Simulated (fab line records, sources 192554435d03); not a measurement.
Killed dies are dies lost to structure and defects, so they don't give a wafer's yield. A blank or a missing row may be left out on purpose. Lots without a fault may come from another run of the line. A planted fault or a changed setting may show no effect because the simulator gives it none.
Which tool did it? | flow n5_finfet | 11 lots, 33 wafers sampled, at 5 steps of a route of 1938

WHAT THE GAUGES READ, wafer by wafer
The record holds no reading of a measuring or inspecting step that can be judged against a usual standard deviation.

WHICH TOOL RAN EACH LOT (tool, then ch and the chambers of the sampled wafers, then the start)
lot  | N5_BEOL_M0_SAQP_ETCH_107           | N5_BEOL_M0_SAQP_RECESS_109         | N5_BEOL_M0_SAQP_SPACER2_ETCHBACK_27 | N5_BEOL_M0_SAQP_ALD_48            | N5_PASSIVATION_PROBE_49
L491 | rie_diel-06 ch 0,3, day 5 12:26    | vapor_etch-02 ch 0,1, day 5 12:38  | rie_diel-05 ch 0,1, day 5 14:13     | ald_sin-03 ch 0,1, day 5 15:07    | -
L494 | rie_diel-05 ch 1,2, day 6 08:08    | vapor_etch-01 ch 0,1, day 6 08:14  | rie_diel-06 ch 0,1, day 6 08:56     | ald_sin-03 ch 0,2,3, day 6 09:54  | -
L496 | rie_diel-02 ch 0,1, day 6 18:28    | vapor_etch-02 ch 0,1, day 6 18:37  | rie_diel-02 ch 1,2,3, day 6 19:56   | ald_sin-04 ch 2,3, day 6 20:49    | -
L497 | rie_diel-05 ch 0,1,3, day 7 09:49  | vapor_etch-02 ch 0,1, day 7 09:55  | rie_diel-06 ch 0,2,3, day 7 10:45   | ald_sin-03 ch 0,2,3, day 7 12:03  | -
L498 | rie_diel-06 ch 0,2, day 7 10:53    | vapor_etch-01 ch 0,1, day 7 10:59  | rie_diel-05 ch 1,2,3, day 7 11:40   | ald_sin-03 ch 0,1,3, day 7 12:56  | -
L500 | rie_diel-06 ch 0,2,3, day 7 21:37  | vapor_etch-01 ch 0, day 7 21:43    | rie_diel-02 ch 0,1,3, day 7 22:25   | ald_sin-03 ch 0,2,3, day 7 23:29  | -
L506 | rie_diel-02 ch 1,2, day 9 08:29    | vapor_etch-01 ch 0,1, day 9 08:38  | rie_diel-06 ch 0,1,3, day 9 09:18   | ald_sin-01 ch 2,3, day 9 10:13    | -
L505 | rie_diel-02 ch 1,2,3, day 9 12:55  | vapor_etch-01 ch 0,1, day 9 13:01  | rie_diel-05 ch 0,2, day 9 13:43     | ald_sin-01 ch 0,1, day 9 14:45    | prober-02, day 17 13:35
L510 | rie_diel-06 ch 0,2,3, day 10 09:29 | vapor_etch-02 ch 0,1, day 10 09:35 | rie_diel-05 ch 0,1,2, day 10 10:16  | ald_sin-04 ch 1,2,3, day 10 11:23 | prober-02, day 18 05:10
L511 | rie_diel-06 ch 1,2,3, day 10 13:26 | vapor_etch-02 ch 0,1, day 10 13:32 | rie_diel-05 ch 1,2,3, day 10 14:13  | ald_sin-01 ch 0,2, day 10 15:16   | -
L512 | rie_diel-06 ch 0,1,3, day 10 21:17 | vapor_etch-01 ch 0,1, day 10 21:23 | rie_diel-05 ch 0,2,3, day 10 22:21  | ald_sin-01 ch 1,3, day 11 00:04   | prober-02, day 19 11:17
- N5_BEOL_M0_SAQP_ETCH_107: etches SiNx in CH3F/O2, target depth 30 nm.
- N5_BEOL_M0_SAQP_RECESS_109: chemistry HF/NH3, target SiO2, target depth 3 nm, afs cycles 1, sublimation time 60 s.
- N5_BEOL_M0_SAQP_SPACER2_ETCHBACK_27: etches SiO2 in CHF3/O2, target depth 22.5 nm, time 11.25 s.
- N5_BEOL_M0_SAQP_ALD_48: deposits SiO2, target thk 20 nm, pulse time 1 s, co reactant pulse time 1 s.
- N5_PASSIVATION_PROBE_49

WHAT THE TOOLS THEMSELVES READ (means of the sampled wafers that have a number; where no wafer has one, the mark that the record gives instead)
N5_BEOL_M0_SAQP_ETCH_107. Usual: drypump_motor_current_A 5.8 A, standard deviation 0.52; mfc_ar_sccm 150.0 sccm, standard deviation 0.5; oes_ar_750_au 0.79 a.u., standard deviation 0.062; oes_product_au 0.79 a.u., standard deviation 0.069; rf_fwd_power_W 391.3 W, standard deviation 1.6; rf_vpp_V 297.9 V, standard deviation 3; showerhead_plenum_p_Torr 2.00 Torr, standard deviation 0.062; throttle_valve_pct 16.25 %, standard deviation 0.18.
lot  | tool        | drypump_motor_current_A (A) | mfc_ar_sccm (sccm) | oes_ar_750_au (a.u.) | oes_product_au (a.u.) | rf_fwd_power_W (W) | rf_vpp_V (V) | showerhead_plenum_p_Torr (Torr) | throttle_valve_pct (%) | flag
L491 | rie_diel-06 | 6.1                         | 149.9              | 0.76                 | 0.75                  | 391.0              | 294.0        | 1.97                            | 16.29                  |
L494 | rie_diel-05 | 5.8                         | 150.0              | 0.83                 | 0.84                  | 391.6              | 295.5        | 1.99                            | 16.09                  |
L496 | rie_diel-02 | 6.2                         | 149.9              | 0.87                 | 0.88                  | 391.0              | 299.3        | 2.10                            | 16.14                  |
L497 | rie_diel-05 | 5.6                         | 149.6              | 0.76                 | 0.77                  | 389.8              | 298.2        | 2.06                            | 16.11                  |
L498 | rie_diel-06 | 6.5                         | 150.1              | 0.71                 | 0.70                  | 391.3              | 295.8        | 1.97                            | 16.47                  |
L500 | rie_diel-06 | 6.2                         | 149.7              | 0.74                 | 0.74                  | 390.7              | 295.0        | 1.96                            | 16.45                  |
L506 | rie_diel-02 | 6.3                         | 149.4              | 0.84                 | 0.86                  | 391.0              | 300.3        | 2.10                            | 16.29                  |
L505 | rie_diel-02 | 5.7                         | 149.8              | 0.83                 | 0.84                  | 392.0              | 300.6        | 2.03                            | 16.22                  |
L510 | rie_diel-06 | 6.2                         | 150.0              | 0.73                 | 0.73                  | 390.8              | 294.7        | 1.96                            | 16.46                  |
L511 | rie_diel-06 | 5.9                         | 150.2              | 0.75                 | 0.76                  | 392.0              | 297.2        | 1.94                            | 16.48                  |
L512 | rie_diel-06 | 5.7                         | 150.1              | 0.76                 | 0.76                  | 390.2              | 297.5        | 1.94                            | 16.36                  |

N5_BEOL_M0_SAQP_RECESS_109. Usual: drypump_motor_current_A 6.0 A, standard deviation 0.36.
lot  | tool          | drypump_motor_current_A (A) | flag
L491 | vapor_etch-02 | 6.0                         |
L494 | vapor_etch-01 | 5.8                         |
L496 | vapor_etch-02 | 6.3                         |
L497 | vapor_etch-02 | 6.0                         |
L498 | vapor_etch-01 | 5.8                         |
L500 | vapor_etch-01 | 5.9                         |
L506 | vapor_etch-01 | 5.8                         |
L505 | vapor_etch-01 | 5.8                         |
L510 | vapor_etch-02 | 6.3                         |
L511 | vapor_etch-02 | 6.0                         |
L512 | vapor_etch-01 | 5.9                         |

N5_BEOL_M0_SAQP_SPACER2_ETCHBACK_27. Usual: drypump_motor_current_A 5.7 A, standard deviation 0.5; mfc_ar_sccm 200.0 sccm, standard deviation 0.63; oes_ar_750_au 0.80 a.u., standard deviation 0.064; oes_product_au 0.80 a.u., standard deviation 0.07; rf_fwd_power_W 646.4 W, standard deviation 2.3; rf_vpp_V 525 V, standard deviation 5.1; showerhead_plenum_p_Torr 2.42 Torr, standard deviation 0.071; throttle_valve_pct 18.74 %, standard deviation 0.17.
lot  | tool        | drypump_motor_current_A (A) | mfc_ar_sccm (sccm) | oes_ar_750_au (a.u.) | oes_product_au (a.u.) | rf_fwd_power_W (W) | rf_vpp_V (V) | showerhead_plenum_p_Torr (Torr) | throttle_valve_pct (%) | flag
L491 | rie_diel-05 | 5.4                         | 199.7              | 0.78                 | 0.77                  | 644.2              | 524          | 2.48                            | 18.67                  |
L494 | rie_diel-06 | 5.9                         | 199.2              | 0.75                 | 0.75                  | 645.7              | 521          | 2.37                            | 18.76                  |
L496 | rie_diel-02 | 5.7                         | 199.8              | 0.86                 | 0.87                  | 647.2              | 530          | 2.46                            | 18.74                  |
L497 | rie_diel-06 | 6.2                         | 200.0              | 0.74                 | 0.74                  | 645.4              | 521          | 2.37                            | 18.94                  |
L498 | rie_diel-05 | 5.7                         | 200.0              | 0.81                 | 0.82                  | 646.1              | 523          | 2.42                            | 18.62                  |
L500 | rie_diel-02 | 5.6                         | 200.2              | 0.84                 | 0.85                  | 646.0              | 527          | 2.45                            | 18.62                  |
L506 | rie_diel-06 | 5.7                         | 199.6              | 0.77                 | 0.77                  | 646.9              | 523          | 2.35                            | 18.88                  |
L505 | rie_diel-05 | 5.2                         | 200.9              | 0.85                 | 0.85                  | 649.5              | 526          | 2.41                            | 18.72                  |
L510 | rie_diel-05 | 5.4                         | 200.2              | 0.80                 | 0.79                  | 645.8              | 523          | 2.42                            | 18.71                  |
L511 | rie_diel-05 | 5.7                         | 200.1              | 0.79                 | 0.79                  | 645.6              | 523          | 2.42                            | 18.65                  |
L512 | rie_diel-05 | 5.4                         | 200.1              | 0.79                 | 0.78                  | 646.0              | 528          | 2.45                            | 18.69                  |

N5_BEOL_M0_SAQP_ALD_48. Usual: heater_power_w 78 W, standard deviation 8.7; precursor_pulse_height_rel 1.000, standard deviation 0.019.
lot  | tool       | heater_power_w (W) | precursor_pulse_height_rel | flag
L491 | ald_sin-03 | 74                 | 0.999                      |
L494 | ald_sin-03 | 79                 | 1.009                      |
L496 | ald_sin-04 | 83                 | 0.992                      |
L497 | ald_sin-03 | 78                 | 1.006                      |
L498 | ald_sin-03 | 73                 | 1.008                      |
L500 | ald_sin-03 | 79                 | 1.010                      |
L506 | ald_sin-01 | 94                 | 1.013                      |
L505 | ald_sin-01 | 71                 | 0.991                      |
L510 | ald_sin-04 | 83                 | 0.993                      |
L511 | ald_sin-01 | 83                 | 0.988                      |
L512 | ald_sin-01 | 76                 | 1.007                      |

N5_PASSIVATION_PROBE_49. Usual: killed_at_M0_to_M3 36, standard deviation 11; killed_at_M4_up 14, standard deviation 5.6; killed_at_contacts 11, standard deviation 5.6; killed_at_front_end 40, standard deviation 12; killed_at_other 4, standard deviation 3.2; killed_dies 105, standard deviation 17; killed_open 69, standard deviation 12; killed_short 34, standard deviation 8.4.
lot  | tool      | killed_at_M0_to_M3 | killed_at_M4_up | killed_at_contacts | killed_at_front_end | killed_at_other | killed_dies | killed_open | killed_short | flag
L505 | prober-02 | 32                 | 15              | 8                  | 36                  | 6               | 97          | 66          | 27           |
L510 | prober-02 | 32                 | 8               | 12                 | 36                  | 7               | 95          | 61          | 30           |
L512 | prober-02 | 33                 | 16              | 18                 | 35                  | 4               | 106         | 76          | 30           |

THE ANSWER, worked out from the rows above alone
Rule: a lot is off if the mean of its wafers that have a number lies more than 3 standard deviations from the usual mean. A lot without any number at a reading at which 4 lots or more have one is off too. The other lots that the step has rows for count as sound. The gauges are gone through in route order, then the tools' own readings, and for those a lot's mean is taken as printed above. The first step at which some lot is off is used, and at that step the reading that is off furthest; a lot without a number counts as furthest.
No lot is off at any reading shown: from this, nothing can be told.

WHAT THE SIMULATOR HAD PUT IN
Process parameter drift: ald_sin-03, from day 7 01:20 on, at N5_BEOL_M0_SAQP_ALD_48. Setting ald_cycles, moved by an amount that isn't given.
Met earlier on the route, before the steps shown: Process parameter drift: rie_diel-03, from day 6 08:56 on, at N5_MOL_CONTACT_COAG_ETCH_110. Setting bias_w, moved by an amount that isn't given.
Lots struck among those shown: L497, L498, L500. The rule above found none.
